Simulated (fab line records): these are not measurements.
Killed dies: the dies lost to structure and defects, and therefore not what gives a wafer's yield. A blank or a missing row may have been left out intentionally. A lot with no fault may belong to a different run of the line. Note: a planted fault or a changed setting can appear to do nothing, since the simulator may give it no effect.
Comparing a struck lot with a sound one || flow nand_harc || 14 steps out of a route of 1302
Sound: wafers L593.3, L593.4, L593.6. Struck: wafer L604.4 (left out: L604.3, L604.5 of the same lot, which were not struck); the cause appears at the end.
Order at every step that has rows: each side's tool, ch and its chambers, its first start. Under that, the readings that differ: sound wafers || struck wafers || difference of the means || sigmas: that difference in standard deviations of wafers without a fault.
alike: readings with means less than 2 such deviations apart, plus words and numbers identical on both sides. not compared: withheld readings, readings lacking a value on some wafer, bounds such as >300 that could conceal the same value, and numbers that have no deviation in the record and whose values overlap.
Wherever a step has rows on one side only, a row that says differs or no value, or a row with sigmas, the two part there. Non-overlapping numbers with no deviation appear without sigmas and do not part them. A reading that every wafer of one side lacks parts them only if that side has two wafers or more.

first, 3 steps without rows for these wafers: NHARC_A_CHANNEL_HOLE_D1_STRIP_41 (strips in N2/H2); NHARC_A_CHANNEL_HOLE_D1_STRIP_42 (strips in CF4/CHF3); NHARC_A_CHANNEL_HOLE_D1_STRIP_43 (strips in O2/COS).
NHARC_A_CHANNEL_HOLE_D1_ETCH_44: etches the open film in CF4/O2, target depth 140 nm, overetch 14 nm, time 77 s.
  sound on rie_diel-07 ch 2,3, day 8 23:43; struck on rie_diel-06 ch 3, day 13 18:01
{"reading": "drypump_motor_current_A (A)", "sound": "5.4 6.3 5.4", "struck": 4.8, "difference": -0.9, "sigmas": -2}
  alike: oes_f_703_au, oes_product_au, rf_vpp_V, showerhead_plenum_p_Torr, throttle_valve_pct
  not compared: rf_hours_counter_h
NHARC_A_CHANNEL_HOLE_D1_STRIP_27: strips in O2.
  sound: rie_diel-07 ch 0,2; struck: rie_diel-06 ch 1
  alike: drypump_motor_current_A, oes_product_au, rf_vpp_V, showerhead_plenum_p_Torr, throttle_valve_pct
  not compared: rf_hours_counter_h
then, 2 steps without rows for these wafers: NHARC_A_CHANNEL_HOLE_D1_PRECLEAN_28 (cleans in SC1); NHARC_A_CHANNEL_HOLE_D1_SRD_29.
NHARC_A_CHANNEL_HOLE_D1_CD_MEAS_30:
  sound on cd_sem-02, day 9 00:32; struck on cd_sem-03, day 13 18:48
  alike: cd_nm
NHARC_A_CHANNEL_HOLE_D1_XSEM_31:
  sound on xsem-02 ch 0, day 9 00:37; struck on xsem-01 ch 0, day 13 18:53
  alike: bot_cd_nm, bow_nm, tilt_deg
NHARC_A_CHANNEL_HOLE_D1_INSPECT_40:
  sound on defect_inspect-01, day 9 00:43; struck on defect_inspect-02, day 13 18:59
  alike: raw_defect_count
then, 2 steps without rows for these wafers: NHARC_A_CHANNEL_FILL_D1_PRECLEAN_00 (cleans in SC1); NHARC_A_CHANNEL_FILL_D1_SRD_01.
NHARC_A_CHANNEL_FILL_D1_ALD_02: deposits SiO2, target thk 6 nm, pulse time 10 s, ald cycles 60.
  sound on ald_hk-01 ch 0,1,2, day 9 01:03; struck on ald_hk-01 ch 2, day 13 19:10
{"reading": "ald_cycles", "sound": "60 60 60", "struck": 47, "difference": -13, "sigmas": ""}
  alike: heater_power_w, precursor_pulse_height_rel
NHARC_A_CHANNEL_FILL_D1_ALD_03: deposits SiNx, target thk 6 nm, pulse time 60 s, ald cycles 58.
  sound: ald_sin_batch-02 ch 0; struck: ald_sin_batch-03 ch 0
  alike: precursor_pulse_height_rel
  not compared: ald_cycles

## WHERE THEY PART
Only at NHARC_A_CHANNEL_HOLE_D1_ETCH_44, within this record. Later steps at which nothing parts them and some readings are alike: NHARC_A_CHANNEL_HOLE_D1_STRIP_27, NHARC_A_CHANNEL_HOLE_D1_CD_MEAS_30, NHARC_A_CHANNEL_HOLE_D1_XSEM_31, NHARC_A_CHANNEL_HOLE_D1_INSPECT_40, NHARC_A_CHANNEL_FILL_D1_ALD_02, NHARC_A_CHANNEL_FILL_D1_ALD_03.

WHY: what the simulator had put in
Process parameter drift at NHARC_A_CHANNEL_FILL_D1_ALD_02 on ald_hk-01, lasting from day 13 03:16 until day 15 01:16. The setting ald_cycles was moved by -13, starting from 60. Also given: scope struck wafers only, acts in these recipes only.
